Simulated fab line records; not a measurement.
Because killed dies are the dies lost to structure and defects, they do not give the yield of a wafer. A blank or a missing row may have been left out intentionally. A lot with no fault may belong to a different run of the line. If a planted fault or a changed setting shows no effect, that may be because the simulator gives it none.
fab line records    flow n5Finfet
record lots=5  wafers=14  lastDay=15
route steps=1938 shown BEOL_M10@1524 BEOL_M11@1536
lots with no fault: from the same line, run without faults
startH: start of the lot's first displayed wafer, in hours after the record's first day    waitH: how many hours have passed since the lot's step before this one    " as in the row above    L1.1+2: one row covering several wafers at once    - no value, or no start was given    * or withheld: withheld    < > ~ a bound
route shown NAME@n: a module of which the file shows steps, and the number in the route of the first    usual: mean and standard deviation over wafers with no fault    same: alike in all rows    chamber/n: place in a boat    sites: the reading at each site    _std_site: the standard deviation of these    _edge_site: inner sites' mean taken away from outer sites' mean    radiusMm: how far each site lies from the wafer's centre    mask NAME#n: copy n    behind: the most recent tool/chamber to have shaped the wafer    hold: why the lot was held/for how many hours/how that ended    device: the n, p or np transistor that did not switch    end of line: the tests these same wafers got at the end of their route    for a step that has no rows: nothing shown but its recipe    killed: at the first sort, the dies lost to defects and structure; wafer yield is something else    map: a wafer's dies, marking killed ones x, the rest . and places with no die _
set.NAME: setting as actually run; set.NAME@STEP: the setting as run at that earlier step    model.NAME: the simulator's own value behind a step, which no gauge read
lots at some steps of the route; a table a step, a row a wafer
services: a tool's chamber out of use, with start hour (startH, from the record's first day; less than 0 if before it), hours out, and reason
## steps
# step N5_BEOL_M10_ALD_74
# recipe material=TaN  targetThkA=20  tempC=275  aldPrecursorFamily=PDMAT  aldCoReactant=NH3  pressureTorr=3  carrierFlowSccm=1500  pulseTimeS=2  purgeTimeS=3  coReactantPurgeTimeS=2  coReactantPulseTimeS=3  aldCycles=40  precursorVesselTempC=75  precursorVesselPressureTorr=26.25  precursorVesselCarrierSccm=1000
# step N5_BEOL_M10_SURFACE_TREAT_76
# recipe gas=Ar  timeS=*  ionEnergyEv=*  ionCurrentMaCm2=0.5  pressureMtorr=*  arFlowSccm=30
# step N5_BEOL_M10_CVD_75
# recipe material=Co  targetThkA=20  tempC=withheld  precursor=CCTBA/H2  pressureTorr=30  timeS=138.9
# step N5_BEOL_M10_SPUTTER_48
# recipe material=Cu  targetThkA=120  tempC=-20  biasV=60  powerW=26000  chamberPressurePa=0.13  timeS=2
# step N5_BEOL_M10_ECD_50
# recipe material=Cu  targetThkA=3180
# step N5_BEOL_M10_ANNEAL_51
# recipe tempC=225  timeS=90  ambient=N2
# step N5_BEOL_M10_CMP_52
# recipe stopOn=SiCOH_lowk  tOverpolishS=7  downForcePsi=1  platenRpm=50  clearingPlatenDownForcePsi=1.5  clearingPlatenRpm=50  postCmpClean=cuAlkaline  targetThkNm=140  clearingPlatenPadVelocityMS=0.99484  padVelocityMS=0.99484
# step N5_BEOL_M10_PRE_CLEAN_55
# recipe gas=NH3  timeS=15  tempC=withheld  rfPowerW=300
# step N5_BEOL_M10_DEP_56
# recipe material=SiCN  targetThkA=150  tempC=withheld  precursor=3MS/NH3  pressureTorr=3  rfW=202  timeS=26.5
# step N5_BEOL_M11_ILD_DEP_00
# recipe material=SiCOH_lowk  targetThkA=3085.1  tempC=300  precursor=DEMS/porogen  pressureTorr=5  rfW=500  timeS=58
# usual heaterPowerW=329/41  rfFwdPowerW=496.3/1.6  runLengthS=101.0/0.53  showerheadPlenumPTorr=5.729/0.016  showerheadVppV=1361/43  throttleValvePct=13.8/0.75
lot.wafer  tool      chamber  startH  waitH  heaterPowerW  rfFwdPowerW  runLengthS  showerheadPlenumPTorr  showerheadVppV  sinceWetCleanH  throttleValvePct  model.SiCOH_lowk_of_BEOL_M11_ILD_DEP_00.thkNm
L616.3     pecvd-03  1        289.80  0.0    295           496.8        101.1       5.750                  1348            1900            13.8              309.2
L616.4     "         1        "       "      303           496.8        101.0       5.763                  1363            -               13.9              313.8
L616.6     "         0        "       "      255           495.7        100.4       5.714                  1289            -               13.8              313
L619.2     pecvd-03  0        317.63  0.0    287           496.8        108.6       5.731                  1301            1203            14.0              352.2
L619.5     "         1        "       "      269           497.1        101.3       5.744                  1365            -               13.9              314
L620.2     pecvd-03  1        317.90  0.0    292           496.7        109.2       5.760                  1348            1928            13.6              351.2
L620.3     "         2        "       "      396           497.1        109.0       5.748                  1335            449             12.3              350.6
L620.6     "         1        "       "      283           492.7        101.3       5.756                  1348            -               13.8              318.4
L621.3     pecvd-03  2        319.13  0.0    415           494.6        109.1       5.731                  1329            450             12.4              349.4
L621.4     "         2        "       "      426           494.5        100.5       5.747                  1372            -               12.3              308.8
L621.5     "         1        "       "      243           496.4        101.0       5.755                  1360            -               13.8              309.6
L623.1     pecvd-04  2        324.86  0.0    333           496.7        101.7       5.733                  1397            637             13.6              307.4
L623.3     "         0        "       "      284           497.5        100.9       5.728                  1373            1391            14.4              304.6
L623.6     "         0        "       "      300           495.5        101.0       5.712                  1387            -               14.6              306
# step N5_BEOL_M11_CURE_71
# recipe tempC=385  timeS=240  ambient=He/Ar  material=SiCOH_lowk
# step N5_BEOL_M11_THK_MEAS_01
# recipe reads=SiCOH_lowk_of_BEOL_M11_ILD_DEP_00
# usual M11_ILD_THK=268/3.5
lot.wafer  tool          chamber  startH  waitH  M11_ILD_THK[nm]
L616.3     filmMetro-02  -        290.96  0.5    269
L616.4     "             -        "       "      273
L616.6     "             -        "       "      272
L619.2     filmMetro-02  -        318.23  0.4    307
L619.5     "             -        "       "      273
L620.2     filmMetro-02  -        318.71  0.4    306
L620.3     "             -        "       "      305
L620.6     "             -        "       "      277
L621.3     filmMetro-02  -        319.86  0.3    304
L621.4     "             -        "       "      268
L621.5     "             -        "       "      269
L623.1     filmMetro-01  -        325.45  0.4    267
L623.3     "             -        "       "      265
L623.6     "             -        "       "      266
# step N5_BEOL_M11_PECVD_70
# recipe material=SiO2  targetThkA=200  tempC=400  precursor=TEOS/O2  pressureTorr=5.5  rfW=450  teosFlowSccm=53.8  gas=O2  flowSccm=3000  timeS=22.7
# step N5_BEOL_M11_HM_DEP_02
# recipe material=TiN  targetThkA=200  tempC=25  chamberPressurePa=0.49996
# step N5_BEOL_M11_COAT_59
# recipe resist=SOC  tempC=250  timeS=60  spinRpm=1500  resistThkNm=100
# step N5_BEOL_M11_COAT_60
# recipe resist=SiARC  tempC=220  timeS=60  spinRpm=1500  resistThkNm=30
# step N5_BEOL_M11_COAT_05
# recipe resist=CAR-ArF  spinRpm=1500  resistThkNm=90
# step N5_BEOL_M11_EBR_07
# recipe solvent=PGMEA  ebrWidthMm=1.5
# step N5_BEOL_M11_SOFTBAKE_06
# recipe tempC=110  timeS=60  resist=CAR-ArF
# step N5_BEOL_M11_EXPOSE_08
# recipe maskId=M11  na=1.35  sourceShape=dipole  sigmaInner=0.411  sigmaOuter=0.611  polarization=te  doseMj=53.75
# step N5_BEOL_M11_PEB_09
# recipe pebTempC=withheld  pebTimeS=60  resist=CAR-ArF
# step N5_BEOL_M11_DEVELOP_10
# recipe developTimeS=30  developer=TMAH  resist=CAR-ArF  rinseLiquid=diw  dry=airSpin  devTempC=23
# step N5_BEOL_M11_DESCUM_16
# recipe chemistry=O2  timeS=7.9  sourcePowerW=50  biasPowerW=20  pressureMtorr=20  rfFrequencyHz=2.712e+07  tempC=40  resist=CAR-ArF  o2FlowSccm=225
# step N5_BEOL_M11_ETCH_61
# recipe chemistry=CF4  target=SiARC  targetDepthA=390  maskMaterial=CAR-ArF  timeS=65  ionEnergyEv=80  pressureMtorr=40  sourceW=545  biasW=36  Ar_flow_sccm=100  cf4FlowSccm=100  ends=cleared
# step N5_BEOL_M11_ETCH_62
# recipe chemistry=N2/H2  target=SOC  targetDepthA=1100  overetchA=220  maskMaterial=SiARC  tempC=40  timeS=165  ionEnergyEv=200  pressureMtorr=30  sourceW=840  biasW=150  n2FlowSccm=200  h2FlowSccm=200
# step N5_BEOL_M11_STRIP_68
# recipe chemistry=N2/H2  tempC=40  n2FlowSccm=200  h2FlowSccm=200  rfFrequencyHz=6e+07
# step N5_BEOL_M11_STRIP_67
# recipe chemistry=CF4  resist=SiARC  powerW=300  biasPowerW=75  pressureMtorr=50  cf4FlowSccm=150  rfFrequencyHz=6e+07
# step N5_BEOL_M11_HM_OPEN_17
# recipe chemistry=Cl2/BCl3  targetDepthA=200  overetchA=60  target=TiN  maskMaterial=SOC  ionEnergyEv=150  pressureMtorr=10  icpW=1000  biasW=126  Cl2_flow_sccm=53.25  bcl3FlowSccm=21.75  Ar_flow_sccm=25
# step N5_BEOL_M11_STRIP_19
# recipe chemistry=O2  powerW=400  tempC=40  pressureMtorr=30  rfFrequencyHz=6e+07  biasPowerW=0  overashFraction=0.2  o2FlowSccm=225
# step N5_BEOL_M11_COAT_63
# recipe resist=SOC  tempC=250  timeS=60  spinRpm=1500  resistThkNm=100
# step N5_BEOL_M11_COAT_64
# recipe resist=SiARC  tempC=220  timeS=60  spinRpm=1500  resistThkNm=30
# step N5_BEOL_M11_COAT_22
# recipe resist=CAR-ArF  spinRpm=1500  resistThkNm=90
# step N5_BEOL_M11_EBR_24
# recipe solvent=PGMEA  ebrWidthMm=1.5
# step N5_BEOL_M11_SOFTBAKE_23
# recipe tempC=110  timeS=60  resist=CAR-ArF
# step N5_BEOL_M11_EXPOSE_25
# recipe maskId=V10  na=1.35  sourceShape=annular  sigmaInner=0.5  sigmaOuter=0.8  polarization=unpolarized  doseMj=85.5
# step N5_BEOL_M11_CMP_52
# recipe stopOn=SiCOH_lowk  tOverpolishS=7  downForcePsi=1  platenRpm=50  clearingPlatenDownForcePsi=1.5  clearingPlatenRpm=50  postCmpClean=cuAlkaline  targetThkNm=140  clearingPlatenPadVelocityMS=0.99484  padVelocityMS=0.99484
# usual motorCurrentA=5.9/0.76
lot.wafer  tool    chamber  startH  waitH  motorCurrentA  model.SiCOH_lowk_of_BEOL_M11_ILD_DEP_00.thkNm
L616.3     cmp-02  2        298.27  0.2    6.7            265.6
L616.4     "       3        "       "      5.0            269.6
L616.6     "       3        "       "      5.0            269
L620.3     cmp-01  0        325.08  0.3    5.2            302.2
L620.2     "       2        "       "      6.3            302.8
L620.6     "       3        "       "      5.8            273.8
L619.2     cmp-04  2        325.44  0.2    7.2            303.8
L619.5     "       3        "       "      5.5            269.8
L621.3     cmp-04  2        326.20  0.2    7.2            301.2
L621.4     "       3        "       "      5.5            265.2
L621.5     "       1        "       "      6.5            266
L623.1     cmp-01  0        331.31  0.3    5.5            264
L623.3     "       2        "       "      6.0            261.6
L623.6     "       0        "       "      5.3            262.8
## services
tool      chamber  startH  hours  kind
cmp-02    -        272.17  5.4    pm
pecvd-03  0        276.47  5.5    scheduledDown
pecvd-04  2        299.57  2.1    scheduledDown
cmp-01    -        300.96  0.5    repair
cmp-04    -        310.87  5.1    repair
cmp-04    -        321.17  4.0    pm
cmp-01    -        323.62  0.4    repair
cmp-04    -        325.17  -      consumableReplace:conditioner
cmp-04    -        325.17  -      consumableReplace:pad
cmp-02    -        329.36  1.6    repair
## key
firstSign step=N5_BEOL_M11_ILD_DEP_00  reading=runLengthS  direction=up  sigmas=15  usual=*  struck=*
effect step=N5_BEOL_M11_THK_MEAS_01  reading=M11_ILD_THK  direction=up  sigmas=11  usual=268  struck=306
modelEffect step=N5_BEOL_M11_ILD_DEP_00  value=SiCOH_lowk_of_BEOL_M11_ILD_DEP_00.thkNm  without=307.6  struck=350.9
modelEffect step=N5_BEOL_M11_CMP_52  value=SiCOH_lowk_of_BEOL_M11_ILD_DEP_00.thkNm  without=264.2  struck=302.5
metAt N5_BEOL_M11_ILD_DEP_00
struckWafers L619.2,L620.2,L620.3,L621.3
onsetBetween 289.80 317.63
fault kind=processParameterDrift  tool=pecvd-03  chamber=-  onsetH=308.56  steps=N5_BEOL_M11_ILD_DEP_00  channel=timeS  offset=*  shape=step  endH=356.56  scope=struckWafersOnly  actsIn=*  stated=*
